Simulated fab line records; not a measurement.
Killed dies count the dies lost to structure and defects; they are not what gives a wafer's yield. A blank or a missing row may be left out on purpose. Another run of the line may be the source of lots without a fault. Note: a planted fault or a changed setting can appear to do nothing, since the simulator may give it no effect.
Split-lot study ; flow n5Finfet ; 39 wafers read across 7 lots, on a route 1938 steps long

## THE SPLIT
At N5_FIN_SAQP_ETCH_65 (etches SiO2 in CF4, target depth 4 nm, time 4.4 s), the setting timeS was moved away from the recipe's 4.4 s on 18 of the 39 wafers read, by -59.5% to +59.2%. For the rest of the wafers, this setting stayed at what the recipe calls for.

The reading is taken at the split's own step.

## THE READING
etch.depthNm (the simulator's own value, which no gauge read), in nm, at N5_FIN_SAQP_ETCH_65 (etches SiO2 in CF4, target depth 4 nm, time 4.4 s). The file gives no usual value for it. Across the 21 wafers here that went through the recipe, the average is 4.015 nm and the standard deviation 0.083 nm.

wafer;tool, chamber at the split;timeS as run, s;against the recipe;etch.depthNm, nm;against lot-mates on the recipe
L077.1;rieSi-01, 3;3.332;-24.3%;3.059;-0.916
L077.2;rieSi-01, 0;4.4;recipe;3.964;-
L077.3;rieSi-01, 1;3.332;-24.3%;3.016;-0.959
L077.4;rieSi-01, 2;3.332;-24.3%;3.036;-0.939
L077.5;rieSi-01, 0;4.4;recipe;4.006;-
L077.6;rieSi-01, 1;4.4;recipe;3.955;-
L087.1;rieSi-01, 3;7.005;+59.2%;6.353;+2.414
L087.2;rieSi-01, 0;7.005;+59.2%;6.255;+2.316
L087.3;rieSi-01, 2;4.4;recipe;3.966;-
L087.4;rieSi-01, 1;4.4;recipe;3.921;-
L087.5;rieSi-01, 3;7.005;+59.2%;6.357;+2.418
L087.6;rieSi-01, 0;4.4;recipe;3.93;-
L089.1;rieSi-01, 0;4.4;recipe;3.992;-
L089.2;rieSi-01, 3;6.451;+46.6%;5.87;+1.879
L089.3;rieSi-01, 1;4.4;recipe;3.947;-
L089.4;rieSi-01, 2;4.4;recipe;4.034;-
L089.5;rieSi-01, 1;6.451;+46.6%;5.77;+1.779
L089.6;rieSi-01, 0;6.451;+46.6%;5.839;+1.848
L090.3;rieSi-01, 3;4.4;recipe;4;-
L090.4;rieSi-01, 3;4.4;recipe;3.998;-
L090.5;rieSi-01, 1;4.4;recipe;3.937;-
L091.1;rieSi-04, 2;6.537;+48.6%;5.591;+1.416
L091.2;rieSi-04, 1;4.4;recipe;4.076;-
L091.3;rieSi-04, 3;6.537;+48.6%;6.027;+1.852
L091.4;rieSi-04, 0;4.4;recipe;4.243;-
L091.5;rieSi-04, 0;4.4;recipe;4.207;-
L091.6;rieSi-04, 1;6.537;+48.6%;6.046;+1.871
L096.1;rieSi-06, 1;1.784;-59.5%;1.717;-2.287
L096.2;rieSi-06, 2;4.4;recipe;3.973;-
L096.3;rieSi-06, 0;1.784;-59.5%;1.647;-2.357
L096.4;rieSi-06, 3;4.4;recipe;4.068;-
L096.5;rieSi-06, 2;4.4;recipe;3.97;-
L096.6;rieSi-06, 1;1.784;-59.5%;1.713;-2.291
L097.1;rieSi-06, 3;4.4;recipe;4.05;-
L097.2;rieSi-06, 2;4.4;recipe;3.972;-
L097.3;rieSi-06, 1;3.076;-30.1%;2.943;-1.097
L097.4;rieSi-06, 0;3.076;-30.1%;2.888;-1.152
L097.5;rieSi-06, 3;3.076;-30.1%;2.811;-1.229
L097.6;rieSi-06, 0;4.4;recipe;4.099;-

FIT RESULTS
A straight line over all 39 wafers: etch.depthNm changes by +0.0389 nm for each +1% of timeS; r = +1.00; the points scatter about the line by 0.092 nm.
The same after taking each lot's own level away (the mean of its wafers on the recipe; 39 wafers): +0.0387 nm for each +1%; r = +1.00; scatter 0.091 nm.
According to that fit, moving timeS by its largest amount changes the reading by 2.3 nm.
Measured against the standard deviation above, the lots' own levels, which go from 3.9390 to 4.1753 nm, span 2.8 times it.
Hence the lot-to-lot level has little effect on the slope; both slopes agree.
Check: for one of the wafers moved furthest among these (-59.5%), held out of the fit, the line's prediction against its lot-mates is -2.3 nm. It came out at -2.29 nm against them.

## FILE'S OWN FIT
etch.depthNm changes by +0.0386 nm for each +1% of timeS, r = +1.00.
